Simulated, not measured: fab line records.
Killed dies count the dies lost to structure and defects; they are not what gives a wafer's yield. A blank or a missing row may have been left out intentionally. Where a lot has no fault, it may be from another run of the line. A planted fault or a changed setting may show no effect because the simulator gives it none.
Which tool was responsible? :: flow n5 finfet :: 42 wafers from 14 lots sampled at 7 of the route's 1938 steps

## WHAT THE GAUGES SHOWED, per wafer
N5_MOL_CONTACT_COAG_THK_MEAS_53. Usual: VIA_MOL_THK gives 43.8 nm (standard deviation 0.76).
lot: L787
measured: day 5 23:04
on: film metro-02
VIA_MOL_THK (nm): 43.2 43.7 44.9
flag: 

lot: L788
measured: day 6 00:53
on: film metro-01
VIA_MOL_THK (nm): 42.7 43.7 43.6
flag: 

lot: L790
measured: day 6 10:30
on: film metro-01
VIA_MOL_THK (nm): 42.1 42.6 42.5
flag: 

lot: L791
measured: day 6 20:38
on: film metro-01
VIA_MOL_THK (nm): 45.4 45.2 45.3
flag: 

lot: L792
measured: day 7 06:46
on: film metro-02
VIA_MOL_THK (nm): 43.7 43.5 44.0
flag: 

lot: L793
measured: day 7 07:23
on: film metro-02
VIA_MOL_THK (nm): 43.6 44.9 45.3
flag: 

lot: L794
measured: day 7 11:36
on: film metro-01
VIA_MOL_THK (nm): 43.5 44.2 43.5
flag: 

lot: L800
measured: day 8 23:47
on: film metro-02
VIA_MOL_THK (nm): 42.9 42.9 43.3
flag: 

lot: L799
measured: day 9 06:07
on: film metro-02
VIA_MOL_THK (nm): 42.9 43.4 43.1
flag: 

lot: L801
measured: day 9 07:01
on: film metro-02
VIA_MOL_THK (nm): 43.9 44.5 45.0
flag: 

lot: L802
measured: day 9 09:52
on: film metro-02
VIA_MOL_THK (nm): 43.4 43.8 44.6
flag: 

lot: L806
measured: day 10 20:02
on: film metro-02
VIA_MOL_THK (nm): 43.5 43.9 44.5
flag: 

lot: L807
measured: day 10 20:07
on: film metro-02
VIA_MOL_THK (nm): 43.9 44.8 44.5
flag: 

lot: L808
measured: day 11 01:43
on: film metro-01
VIA_MOL_THK (nm): 42.8 43.6 42.9
flag: 

N5_BEOL_M0_SAQP_INSPECT_16: inspects for defects (brightfield). Usual: raw defect count 495, standard deviation 100.
lot: L787
measured: day 6 03:46
on: defect inspect-01
raw defect count: 428 459 488
flag: 

lot: L788
measured: day 6 06:24
on: defect inspect-02
raw defect count: 484 625 518
flag: 

lot: L790
measured: day 6 15:48
on: defect inspect-01
raw defect count: 611 452 505
flag: 

lot: L791
measured: day 7 00:59
on: defect inspect-01
raw defect count: 518 555 486
flag: 

lot: L792
measured: day 7 11:52
on: defect inspect-01
raw defect count: 428 368 420
flag: 

lot: L793
measured: day 7 14:07
on: defect inspect-01
raw defect count: 290 306 430
flag: 

lot: L794
measured: day 7 17:30
on: defect inspect-01
raw defect count: 669 458 473
flag: 

lot: L800
measured: day 9 04:34
on: defect inspect-01
raw defect count: 595 614 800
flag: 

lot: L799
measured: day 9 10:51
on: defect inspect-01
raw defect count: 346 482 354
flag: 

lot: L801
measured: day 9 14:52
on: defect inspect-01
raw defect count: 406 444 401
flag: 

lot: L802
measured: day 9 16:40
on: defect inspect-01
raw defect count: 629 651 561
flag: 

lot: L806
measured: day 11 02:00
on: defect inspect-01
raw defect count: 657 407 769
flag: 

lot: L807
measured: day 11 06:57
on: defect inspect-01
raw defect count: 439 466 672
flag: 

lot: L808
measured: day 11 07:46
on: defect inspect-01
raw defect count: 578 665 654
flag: 

N5_BEOL_M0_SAQP_CD_MEAS_25: target cd 13.1 nm. Usual: cd nm 12.90 nm, standard deviation 0.22.
lot: L787
measured: day 6 05:24
on: cd sem-02
cd nm (nm): 12.76 13.21 13.06
flag: 

lot: L788
measured: day 6 08:15
on: cd sem-02
cd nm (nm): 12.78 12.91 12.49
flag: 

lot: L790
measured: day 6 18:02
on: cd sem-03
cd nm (nm): 12.70 12.75 12.77
flag: 

lot: L791
measured: day 7 02:56
on: cd sem-01
cd nm (nm): 12.90 12.62 12.51
flag: 

lot: L792
measured: day 7 14:14
on: cd sem-03
cd nm (nm): 12.51 12.46 12.68
flag: 

lot: L793
measured: day 7 15:57
on: cd sem-01
cd nm (nm): - - -
flag: OFF

lot: L794
measured: day 7 19:05
on: cd sem-03
cd nm (nm): - - -
flag: OFF

lot: L800
measured: day 9 06:11
on: cd sem-01
cd nm (nm): 12.86 12.94 13.22
flag: 

lot: L799
measured: day 9 12:31
on: cd sem-02
cd nm (nm): 13.07 12.98 12.80
flag: 

lot: L801
measured: day 9 16:27
on: cd sem-03
cd nm (nm): 12.67 12.82 12.74
flag: 

lot: L802
measured: day 9 18:58
on: cd sem-01
cd nm (nm): 12.75 13.15 13.02
flag: 

lot: L806
measured: day 11 03:37
on: cd sem-01
cd nm (nm): 12.73 12.92 13.09
flag: 

lot: L807
measured: day 11 08:35
on: cd sem-01
cd nm (nm): 12.49 12.59 13.00
flag: 

lot: L808
measured: day 11 09:25
on: cd sem-01
cd nm (nm): 13.07 12.99 12.89
flag: 

N5_BEOL_M4_RC_MEAS_101. Usual: DIBL_N 36.6 mV/V, standard deviation 1.7; DIBL_P 36.7 mV/V, standard deviation 2; IOFF_N 0.16 nA/um, standard deviation 0.033; IOFF_P 0.22 nA/um, standard deviation 0.04; ION_N 673 uA/um, standard deviation 12; ION_P 463 uA/um, standard deviation 7.9; SS_N 71.7 mV/dec, standard deviation 0.58; SS_P 73.3 mV/dec, standard deviation 0.64; VT_N 249 mV, standard deviation 3.3; VT_P -249 mV, standard deviation 3.1.
lot: L787
measured: day 8 05:27
on: prober-02
DIBL_N (mV/V): 37.2 35.7 38.3
DIBL_P (mV/V): 37.2 36.2 38.0
IOFF_N (nA/um): 0.15 0.14 0.17
IOFF_P (nA/um): 0.21 0.21 0.24
ION_N (uA/um): 653 671 683
ION_P (uA/um): 451 465 471
SS_N (mV/dec): 72.2 71.2 72.2
SS_P (mV/dec): 73.9 73.9 73.5
VT_N (mV): 252 247 249
VT_P (mV): -254 -248 -252
flag: 

lot: L788
measured: day 8 08:48
on: prober-02
DIBL_N (mV/V): 37.4 36.6 35.1
DIBL_P (mV/V): 36.5 35.8 33.8
IOFF_N (nA/um): 0.15 0.14 0.12
IOFF_P (nA/um): 0.24 0.22 0.19
ION_N (uA/um): 659 675 660
ION_P (uA/um): 462 468 459
SS_N (mV/dec): 71.5 71.6 71.0
SS_P (mV/dec): 73.7 72.6 72.4
VT_N (mV): 254 251 260
VT_P (mV): -248 -247 -251
flag: 

lot: L790
measured: day 8 23:53
on: prober-01
DIBL_N (mV/V): 35.6 34.0 37.5
DIBL_P (mV/V): 35.5 33.0 38.0
IOFF_N (nA/um): 0.15 0.11 0.18
IOFF_P (nA/um): 0.20 0.17 0.24
ION_N (uA/um): 684 660 686
ION_P (uA/um): 469 462 470
SS_N (mV/dec): 71.3 70.4 71.9
SS_P (mV/dec): 73.0 72.5 73.6
VT_N (mV): 249 253 245
VT_P (mV): -251 -252 -247
flag: 

lot: L791
measured: day 9 03:50
on: prober-02
DIBL_N (mV/V): 35.9 35.9 36.2
DIBL_P (mV/V): 36.8 37.5 36.7
IOFF_N (nA/um): 0.18 0.19 0.20
IOFF_P (nA/um): 0.22 0.24 0.24
ION_N (uA/um): 673 684 679
ION_P (uA/um): 455 461 458
SS_N (mV/dec): 71.8 72.5 72.3
SS_P (mV/dec): 72.9 73.3 73.2
VT_N (mV): 247 244 246
VT_P (mV): -251 -250 -250
flag: 

lot: L792
measured: day 9 14:52
on: prober-02
DIBL_N (mV/V): 36.4 35.3 37.1
DIBL_P (mV/V): 33.6 33.9 35.6
IOFF_N (nA/um): 0.15 0.13 0.15
IOFF_P (nA/um): 0.16 0.17 0.19
ION_N (uA/um): 659 662 655
ION_P (uA/um): 444 460 451
SS_N (mV/dec): 72.3 71.5 72.4
SS_P (mV/dec): 72.5 72.7 73.2
VT_N (mV): 252 254 253
VT_P (mV): -255 -250 -251
flag: 

lot: L800
measured: day 11 07:52
on: prober-02
DIBL_N (mV/V): 37.6 35.9 37.7
DIBL_P (mV/V): 36.5 35.0 35.6
IOFF_N (nA/um): 0.17 0.15 0.17
IOFF_P (nA/um): 0.23 0.20 0.21
ION_N (uA/um): 677 673 662
ION_P (uA/um): 465 459 452
SS_N (mV/dec): 71.9 71.4 72.7
SS_P (mV/dec): 72.9 73.3 73.9
VT_N (mV): 248 249 248
VT_P (mV): -250 -251 -250
flag: 

lot: L799
measured: day 12 02:59
on: prober-01
DIBL_N (mV/V): 35.8 38.3 36.5
DIBL_P (mV/V): 36.1 39.4 37.3
IOFF_N (nA/um): 0.14 0.19 0.16
IOFF_P (nA/um): 0.21 0.27 0.23
ION_N (uA/um): 670 676 676
ION_P (uA/um): 464 463 465
SS_N (mV/dec): 71.4 71.7 71.3
SS_P (mV/dec): 72.9 73.5 73.4
VT_N (mV): 253 249 251
VT_P (mV): -250 -248 -247
flag: 

lot: L801
measured: day 12 15:04
on: prober-01
DIBL_N (mV/V): 38.5 33.3 37.5
DIBL_P (mV/V): 39.1 33.7 38.1
IOFF_N (nA/um): 0.21 0.12 0.19
IOFF_P (nA/um): 0.25 0.16 0.24
ION_N (uA/um): 695 678 675
ION_P (uA/um): 472 468 473
SS_N (mV/dec): 71.6 70.8 71.2
SS_P (mV/dec): 73.3 72.7 73.4
VT_N (mV): 244 251 247
VT_P (mV): -249 -256 -252
flag: 

lot: L802
measured: day 12 15:14
on: prober-02
DIBL_N (mV/V): 33.8 36.3 40.6
DIBL_P (mV/V): 32.9 36.2 42.1
IOFF_N (nA/um): 0.11 0.16 0.27
IOFF_P (nA/um): 0.17 0.23 0.35
ION_N (uA/um): 653 667 686
ION_P (uA/um): 454 462 471
SS_N (mV/dec): 71.0 71.6 72.9
SS_P (mV/dec): 71.8 72.4 74.0
VT_N (mV): 254 247 239
VT_P (mV): -251 -245 -246
flag: 

lot: L806
measured: day 13 23:58
on: prober-02
DIBL_N (mV/V): 38.8 39.8 38.0
DIBL_P (mV/V): 39.4 39.9 37.9
IOFF_N (nA/um): 0.23 0.24 0.19
IOFF_P (nA/um): 0.33 0.33 0.29
ION_N (uA/um): 705 710 676
ION_P (uA/um): 492 487 473
SS_N (mV/dec): 72.3 71.7 71.3
SS_P (mV/dec): 74.1 73.6 73.4
VT_N (mV): 243 243 247
VT_P (mV): -241 -240 -245
flag: 

lot: L807
measured: day 14 01:58
on: prober-02
DIBL_N (mV/V): 36.0 36.1 35.2
DIBL_P (mV/V): 37.2 37.1 37.1
IOFF_N (nA/um): 0.16 0.16 0.15
IOFF_P (nA/um): 0.20 0.21 0.21
ION_N (uA/um): 664 664 675
ION_P (uA/um): 458 455 465
SS_N (mV/dec): 71.9 71.8 71.7
SS_P (mV/dec): 73.5 73.3 73.1
VT_N (mV): 247 251 250
VT_P (mV): -250 -250 -249
flag: 

lot: L808
measured: day 13 20:07
on: prober-01
DIBL_N (mV/V): 35.2 35.2 35.2
DIBL_P (mV/V): 34.2 34.8 34.8
IOFF_N (nA/um): 0.14 0.14 0.14
IOFF_P (nA/um): 0.21 0.22 0.22
ION_N (uA/um): 664 677 667
ION_P (uA/um): 461 471 464
SS_N (mV/dec): 71.9 72.0 71.6
SS_P (mV/dec): 72.5 72.5 72.4
VT_N (mV): 250 251 250
VT_P (mV): -246 -248 -246
flag: 

## TOOL THAT RAN EACH LOT (tool first, then ch and the chambers of the sampled wafers, then the start)
lot: L787
N5_BEOL_M0_SAQP_HM_DEP_111: pecvd-04 ch 0,1, day 6 03:16
N5_BEOL_M0_SAQP_ETCH_83: rie diel-02 ch 0,1,2, day 6 03:50
N5_BEOL_M0_SAQP_HM_OPEN_112: rie diel-02 ch 0,1,2, day 6 03:59

lot: L788
N5_BEOL_M0_SAQP_HM_DEP_111: pecvd-01 ch 1,2, day 6 06:02
N5_BEOL_M0_SAQP_ETCH_83: rie diel-01 ch 0,1, day 6 06:36
N5_BEOL_M0_SAQP_HM_OPEN_112: rie diel-01 ch 0,1, day 6 06:46

lot: L790
N5_BEOL_M0_SAQP_HM_DEP_111: pecvd-04 ch 1,2, day 6 15:17
N5_BEOL_M0_SAQP_ETCH_83: rie diel-06 ch 0,1, day 6 15:52
N5_BEOL_M0_SAQP_HM_OPEN_112: rie diel-06 ch 0,1, day 6 16:02

lot: L791
N5_BEOL_M0_SAQP_HM_DEP_111: pecvd-01 ch 0,1,2, day 7 00:29
N5_BEOL_M0_SAQP_ETCH_83: rie diel-02 ch 1,2,3, day 7 01:12
N5_BEOL_M0_SAQP_HM_OPEN_112: rie diel-02 ch 1,2,3, day 7 01:22

lot: L792
N5_BEOL_M0_SAQP_HM_DEP_111: pecvd-04 ch 0,1,2, day 7 11:29
N5_BEOL_M0_SAQP_ETCH_83: rie diel-01 ch 0,1,3, day 7 12:18
N5_BEOL_M0_SAQP_HM_OPEN_112: rie diel-01 ch 0,1,3, day 7 12:28

lot: L793
N5_BEOL_M0_SAQP_HM_DEP_111: pecvd-02 ch 0,2, day 7 13:37
N5_BEOL_M0_SAQP_ETCH_83: rie diel-02 ch 0,2, day 7 14:13
N5_BEOL_M0_SAQP_HM_OPEN_112: rie diel-02 ch 0,2, day 7 14:23

lot: L794
N5_BEOL_M0_SAQP_HM_DEP_111: pecvd-02 ch 1,2, day 7 17:00
N5_BEOL_M0_SAQP_ETCH_83: rie diel-01 ch 1,2, day 7 17:34
N5_BEOL_M0_SAQP_HM_OPEN_112: rie diel-01 ch 1,2, day 7 17:43

lot: L800
N5_BEOL_M0_SAQP_HM_DEP_111: pecvd-04 ch 0,2, day 9 04:01
N5_BEOL_M0_SAQP_ETCH_83: rie diel-02 ch 0,1,2, day 9 04:38
N5_BEOL_M0_SAQP_HM_OPEN_112: rie diel-02 ch 0,1,2, day 9 04:47

lot: L799
N5_BEOL_M0_SAQP_HM_DEP_111: pecvd-02 ch 0,1,2, day 9 10:21
N5_BEOL_M0_SAQP_ETCH_83: rie diel-02 ch 1,2,3, day 9 10:55
N5_BEOL_M0_SAQP_HM_OPEN_112: rie diel-02 ch 1,2,3, day 9 11:05

lot: L801
N5_BEOL_M0_SAQP_HM_DEP_111: pecvd-01 ch 0,2, day 9 14:20
N5_BEOL_M0_SAQP_ETCH_83: rie diel-01 ch 1,2,3, day 9 14:56
N5_BEOL_M0_SAQP_HM_OPEN_112: rie diel-01 ch 1,2,3, day 9 15:05

lot: L802
N5_BEOL_M0_SAQP_HM_DEP_111: pecvd-02 ch 0,1,2, day 9 16:17
N5_BEOL_M0_SAQP_ETCH_83: rie diel-01 ch 1,2, day 9 16:43
N5_BEOL_M0_SAQP_HM_OPEN_112: rie diel-01 ch 1,2, day 9 16:53

lot: L806
N5_BEOL_M0_SAQP_HM_DEP_111: pecvd-01 ch 0,1,2, day 11 01:30
N5_BEOL_M0_SAQP_ETCH_83: rie diel-06 ch 2,3, day 11 02:04
N5_BEOL_M0_SAQP_HM_OPEN_112: rie diel-06 ch 2,3, day 11 02:14

lot: L807
N5_BEOL_M0_SAQP_HM_DEP_111: pecvd-02 ch 0,1, day 11 06:27
N5_BEOL_M0_SAQP_ETCH_83: rie diel-06 ch 0,1, day 11 07:01
N5_BEOL_M0_SAQP_HM_OPEN_112: rie diel-06 ch 0,1, day 11 07:10

lot: L808
N5_BEOL_M0_SAQP_HM_DEP_111: pecvd-04 ch 0,1,2, day 11 07:16
N5_BEOL_M0_SAQP_ETCH_83: rie diel-06 ch 0,2,3, day 11 07:52
N5_BEOL_M0_SAQP_HM_OPEN_112: rie diel-06 ch 0,2,3, day 11 08:01
- N5_BEOL_M0_SAQP_HM_DEP_111: deposits SiO2 from SiH4/N2O, target thk 12 nm, time 7.2 s.
- N5_BEOL_M0_SAQP_ETCH_83: etches SiARC in CF4, target depth 39 nm, time 65 s.
- N5_BEOL_M0_SAQP_HM_OPEN_112: chemistry CHF3/O2, target SiO2, stops on a-Si, target depth 12 nm, time 13.5 s.

## WHAT THE TOOLS THEMSELVES READ (means of the sampled wafers that have a number; where no wafer has one, the mark that the record gives instead)
N5_BEOL_M0_SAQP_HM_DEP_111. Usual: chamber pressure Torr 0.7501 Torr, standard deviation 0.0016; heater power outer w 440 W, standard deviation 87; heater power w 727 W, standard deviation 150; showerhead plenum p Torr 8.12 Torr, standard deviation 0.19.
lot: L787
tool: pecvd-04
chamber pressure Torr (Torr): 0.7483
heater power outer w (W): 484
heater power w (W): 799
showerhead plenum p Torr (Torr): 8.20
flag: 

lot: L788
tool: pecvd-01
chamber pressure Torr (Torr): 0.7493
heater power outer w (W): 432
heater power w (W): 725
showerhead plenum p Torr (Torr): 8.17
flag: 

lot: L790
tool: pecvd-04
chamber pressure Torr (Torr): 0.7512
heater power outer w (W): 434
heater power w (W): 737
showerhead plenum p Torr (Torr): 8.02
flag: 

lot: L791
tool: pecvd-01
chamber pressure Torr (Torr): 0.7493
heater power outer w (W): 499
heater power w (W): 808
showerhead plenum p Torr (Torr): 8.16
flag: 

lot: L792
tool: pecvd-04
chamber pressure Torr (Torr): 0.7497
heater power outer w (W): 384
heater power w (W): 638
showerhead plenum p Torr (Torr): 8.05
flag: 

lot: L793
tool: pecvd-02
chamber pressure Torr (Torr): -
heater power outer w (W): -
heater power w (W): -
showerhead plenum p Torr (Torr): -
flag: OFF

lot: L794
tool: pecvd-02
chamber pressure Torr (Torr): -
heater power outer w (W): -
heater power w (W): -
showerhead plenum p Torr (Torr): -
flag: OFF

lot: L800
tool: pecvd-04
chamber pressure Torr (Torr): 0.7496
heater power outer w (W): 340
heater power w (W): 551
showerhead plenum p Torr (Torr): 7.88
flag: 

lot: L799
tool: pecvd-02
chamber pressure Torr (Torr): 0.7500
heater power outer w (W): 481
heater power w (W): 763
showerhead plenum p Torr (Torr): 8.22
flag: 

lot: L801
tool: pecvd-01
chamber pressure Torr (Torr): 0.7514
heater power outer w (W): 402
heater power w (W): 723
showerhead plenum p Torr (Torr): 8.15
flag: 

lot: L802
tool: pecvd-02
chamber pressure Torr (Torr): 0.7501
heater power outer w (W): 444
heater power w (W): 731
showerhead plenum p Torr (Torr): 8.23
flag: 

lot: L806
tool: pecvd-01
chamber pressure Torr (Torr): 0.7492
heater power outer w (W): 492
heater power w (W): 812
showerhead plenum p Torr (Torr): 8.14
flag: 

lot: L807
tool: pecvd-02
chamber pressure Torr (Torr): 0.7496
heater power outer w (W): 407
heater power w (W): 665
showerhead plenum p Torr (Torr): 8.23
flag: 

lot: L808
tool: pecvd-04
chamber pressure Torr (Torr): 0.7512
heater power outer w (W): 411
heater power w (W): 678
showerhead plenum p Torr (Torr): 8.05
flag: 

N5_BEOL_M0_SAQP_ETCH_83. Usual: chamber pressure mTorr 40.00 mTorr, standard deviation 0.036; drypump motor current A 5.52 A, standard deviation 0.26; etch rf on time s 65.2 s, standard deviation 1.4; oes product au 0.66 a.u., standard deviation 0.075; rf vpp V 184.3 V, standard deviation 1.1; showerhead plenum p Torr 2.15 Torr, standard deviation 0.064; throttle valve pct 15.6 %, standard deviation 0.3.
lot: L787
tool: rie diel-02
chamber pressure mTorr (mTorr): 39.99
drypump motor current A (A): 5.53
etch rf on time s (s): 65.2
oes product au (a.u.): 0.69
rf vpp V (V): 184.3
showerhead plenum p Torr (Torr): 2.14
throttle valve pct (%): 15.4
flag: 

lot: L788
tool: rie diel-01
chamber pressure mTorr (mTorr): 39.96
drypump motor current A (A): 5.42
etch rf on time s (s): 64.9
oes product au (a.u.): 0.64
rf vpp V (V): 184.0
showerhead plenum p Torr (Torr): 2.10
throttle valve pct (%): 15.6
flag: 

lot: L790
tool: rie diel-06
chamber pressure mTorr (mTorr): 40.02
drypump motor current A (A): 5.61
etch rf on time s (s): 64.9
oes product au (a.u.): 0.60
rf vpp V (V): 184.1
showerhead plenum p Torr (Torr): 2.13
throttle valve pct (%): 15.8
flag: 

lot: L791
tool: rie diel-02
chamber pressure mTorr (mTorr): 39.97
drypump motor current A (A): 5.60
etch rf on time s (s): 64.6
oes product au (a.u.): 0.71
rf vpp V (V): 183.6
showerhead plenum p Torr (Torr): 2.10
throttle valve pct (%): 15.4
flag: 

lot: L792
tool: rie diel-01
chamber pressure mTorr (mTorr): 40.03
drypump motor current A (A): 5.33
etch rf on time s (s): 65.7
oes product au (a.u.): 0.66
rf vpp V (V): 184.0
showerhead plenum p Torr (Torr): 2.14
throttle valve pct (%): 15.6
flag: 

lot: L793
tool: rie diel-02
chamber pressure mTorr (mTorr): 40.03
drypump motor current A (A): 5.36
etch rf on time s (s): 65.5
oes product au (a.u.): 0.63
rf vpp V (V): 184.5
showerhead plenum p Torr (Torr): 2.18
throttle valve pct (%): 15.5
flag: 

lot: L794
tool: rie diel-01
chamber pressure mTorr (mTorr): 40.01
drypump motor current A (A): 5.69
etch rf on time s (s): 65.9
oes product au (a.u.): 0.58
rf vpp V (V): 184.3
showerhead plenum p Torr (Torr): 2.20
throttle valve pct (%): 15.9
flag: 

lot: L800
tool: rie diel-02
chamber pressure mTorr (mTorr): 39.98
drypump motor current A (A): 5.54
etch rf on time s (s): 65.7
oes product au (a.u.): 0.66
rf vpp V (V): 183.7
showerhead plenum p Torr (Torr): 2.14
throttle valve pct (%): 15.5
flag: 

lot: L799
tool: rie diel-02
chamber pressure mTorr (mTorr): 39.96
drypump motor current A (A): 5.60
etch rf on time s (s): 64.3
oes product au (a.u.): 0.69
rf vpp V (V): 183.2
showerhead plenum p Torr (Torr): 2.09
throttle valve pct (%): 15.4
flag: 

lot: L801
tool: rie diel-01
chamber pressure mTorr (mTorr): 39.97
drypump motor current A (A): 5.46
etch rf on time s (s): 66.2
oes product au (a.u.): 0.70
rf vpp V (V): 184.0
showerhead plenum p Torr (Torr): 2.19
throttle valve pct (%): 15.7
flag: 

lot: L802
tool: rie diel-01
chamber pressure mTorr (mTorr): 40.00
drypump motor current A (A): 5.58
etch rf on time s (s): 65.0
oes product au (a.u.): 0.74
rf vpp V (V): 184.9
showerhead plenum p Torr (Torr): 2.19
throttle valve pct (%): 15.5
flag: 

lot: L806
tool: rie diel-06
chamber pressure mTorr (mTorr): 39.99
drypump motor current A (A): 5.74
etch rf on time s (s): 63.8
oes product au (a.u.): 0.69
rf vpp V (V): 185.2
showerhead plenum p Torr (Torr): 2.24
throttle valve pct (%): 15.4
flag: 

lot: L807
tool: rie diel-06
chamber pressure mTorr (mTorr): 40.00
drypump motor current A (A): 5.61
etch rf on time s (s): 65.2
oes product au (a.u.): 0.59
rf vpp V (V): 184.5
showerhead plenum p Torr (Torr): 2.12
throttle valve pct (%): 15.9
flag: 

lot: L808
tool: rie diel-06
chamber pressure mTorr (mTorr): 39.99
drypump motor current A (A): 5.71
etch rf on time s (s): 64.8
oes product au (a.u.): 0.64
rf vpp V (V): 184.5
showerhead plenum p Torr (Torr): 2.20
throttle valve pct (%): 15.6
flag: 

N5_BEOL_M0_SAQP_HM_OPEN_112. Usual: chamber pressure mTorr 29.999 mTorr, standard deviation 0.027; drypump motor current A 5.53 A, standard deviation 0.26; oes_o_777_au 0.78 a.u., standard deviation 0.088; oes product au 0.51 a.u., standard deviation 0.056; rf vpp V 524 V, standard deviation 11; showerhead plenum p Torr 2.42 Torr, standard deviation 0.078; throttle valve pct 18.8 %, standard deviation 0.3.
lot: L787
tool: rie diel-02
chamber pressure mTorr (mTorr): 30.011
drypump motor current A (A): 5.55
oes_o_777_au (a.u.): 0.81
oes product au (a.u.): 0.53
rf vpp V (V): 536
showerhead plenum p Torr (Torr): 2.42
throttle valve pct (%): 18.6
flag: 

lot: L788
tool: rie diel-01
chamber pressure mTorr (mTorr): 30.001
drypump motor current A (A): 5.44
oes_o_777_au (a.u.): 0.77
oes product au (a.u.): 0.50
rf vpp V (V): 510
showerhead plenum p Torr (Torr): 2.37
throttle valve pct (%): 18.8
flag: 

lot: L790
tool: rie diel-06
chamber pressure mTorr (mTorr): 30.004
drypump motor current A (A): 5.62
oes_o_777_au (a.u.): 0.70
oes product au (a.u.): 0.46
rf vpp V (V): 521
showerhead plenum p Torr (Torr): 2.39
throttle valve pct (%): 19.0
flag: 

lot: L791
tool: rie diel-02
chamber pressure mTorr (mTorr): 30.031
drypump motor current A (A): 5.62
oes_o_777_au (a.u.): 0.83
oes product au (a.u.): 0.54
rf vpp V (V): 531
showerhead plenum p Torr (Torr): 2.36
throttle valve pct (%): 18.6
flag: 

lot: L792
tool: rie diel-01
chamber pressure mTorr (mTorr): 29.991
drypump motor current A (A): 5.37
oes_o_777_au (a.u.): 0.78
oes product au (a.u.): 0.51
rf vpp V (V): 516
showerhead plenum p Torr (Torr): 2.41
throttle valve pct (%): 18.9
flag: 

lot: L793
tool: rie diel-02
chamber pressure mTorr (mTorr): 29.983
drypump motor current A (A): 5.37
oes_o_777_au (a.u.): 0.75
oes product au (a.u.): 0.28
rf vpp V (V): 538
showerhead plenum p Torr (Torr): 2.46
throttle valve pct (%): 18.7
flag: OFF

lot: L794
tool: rie diel-01
chamber pressure mTorr (mTorr): 29.979
drypump motor current A (A): 5.67
oes_o_777_au (a.u.): 0.69
oes product au (a.u.): 0.26
rf vpp V (V): 531
showerhead plenum p Torr (Torr): 2.48
throttle valve pct (%): 19.1
flag: OFF

lot: L800
tool: rie diel-02
chamber pressure mTorr (mTorr): 29.998
drypump motor current A (A): 5.53
oes_o_777_au (a.u.): 0.79
oes product au (a.u.): 0.51
rf vpp V (V): 537
showerhead plenum p Torr (Torr): 2.41
throttle valve pct (%): 18.7
flag: 

lot: L799
tool: rie diel-02
chamber pressure mTorr (mTorr): 29.980
drypump motor current A (A): 5.61
oes_o_777_au (a.u.): 0.81
oes product au (a.u.): 0.53
rf vpp V (V): 531
showerhead plenum p Torr (Torr): 2.35
throttle valve pct (%): 18.7
flag: 

lot: L801
tool: rie diel-01
chamber pressure mTorr (mTorr): 30.000
drypump motor current A (A): 5.48
oes_o_777_au (a.u.): 0.83
oes product au (a.u.): 0.55
rf vpp V (V): 526
showerhead plenum p Torr (Torr): 2.47
throttle valve pct (%): 18.9
flag: 

lot: L802
tool: rie diel-01
chamber pressure mTorr (mTorr): 30.005
drypump motor current A (A): 5.59
oes_o_777_au (a.u.): 0.88
oes product au (a.u.): 0.57
rf vpp V (V): 526
showerhead plenum p Torr (Torr): 2.47
throttle valve pct (%): 18.7
flag: 

lot: L806
tool: rie diel-06
chamber pressure mTorr (mTorr): 29.996
drypump motor current A (A): 5.74
oes_o_777_au (a.u.): 0.80
oes product au (a.u.): 0.52
rf vpp V (V): 521
showerhead plenum p Torr (Torr): 2.53
throttle valve pct (%): 18.6
flag: 

lot: L807
tool: rie diel-06
chamber pressure mTorr (mTorr): 29.992
drypump motor current A (A): 5.64
oes_o_777_au (a.u.): 0.68
oes product au (a.u.): 0.45
rf vpp V (V): 520
showerhead plenum p Torr (Torr): 2.38
throttle valve pct (%): 19.0
flag: 

lot: L808
tool: rie diel-06
chamber pressure mTorr (mTorr): 30.011
drypump motor current A (A): 5.70
oes_o_777_au (a.u.): 0.75
oes product au (a.u.): 0.49
rf vpp V (V): 515
showerhead plenum p Torr (Torr): 2.48
throttle valve pct (%): 18.8
flag: 

## THE ANSWER, worked out from the rows above alone
Rule: a lot counts as off when the mean over its wafers that have a number is more than 3 standard deviations away from the usual mean. A lot without any number at a reading at which 4 lots or more have one is off too. Where the step has rows for the other lots, those lots are counted as sound. Order of review: gauges by route order, followed by the tools' own readings, for which a lot's mean as printed above is used. At the first step where some lot is off, the reading lying furthest off is the one used; lots without a number count as furthest.
Off: L793, L794 (N5_BEOL_M0_SAQP_CD_MEAS_25, cd nm). Without a number there: L793, L794.
A tool fits if, at a process step before that reading, it ran every lot that is off, and no sound lot after the first of them. The gauges at N5_BEOL_M0_SAQP_CD_MEAS_25 aren't tried: what is off there is off at N5_BEOL_M0_SAQP_HM_DEP_111 too, on other tools, and a gauge's error can't cause that. Not one of the candidates tried fits.

## WHAT WAS PUT IN BY THE SIMULATOR
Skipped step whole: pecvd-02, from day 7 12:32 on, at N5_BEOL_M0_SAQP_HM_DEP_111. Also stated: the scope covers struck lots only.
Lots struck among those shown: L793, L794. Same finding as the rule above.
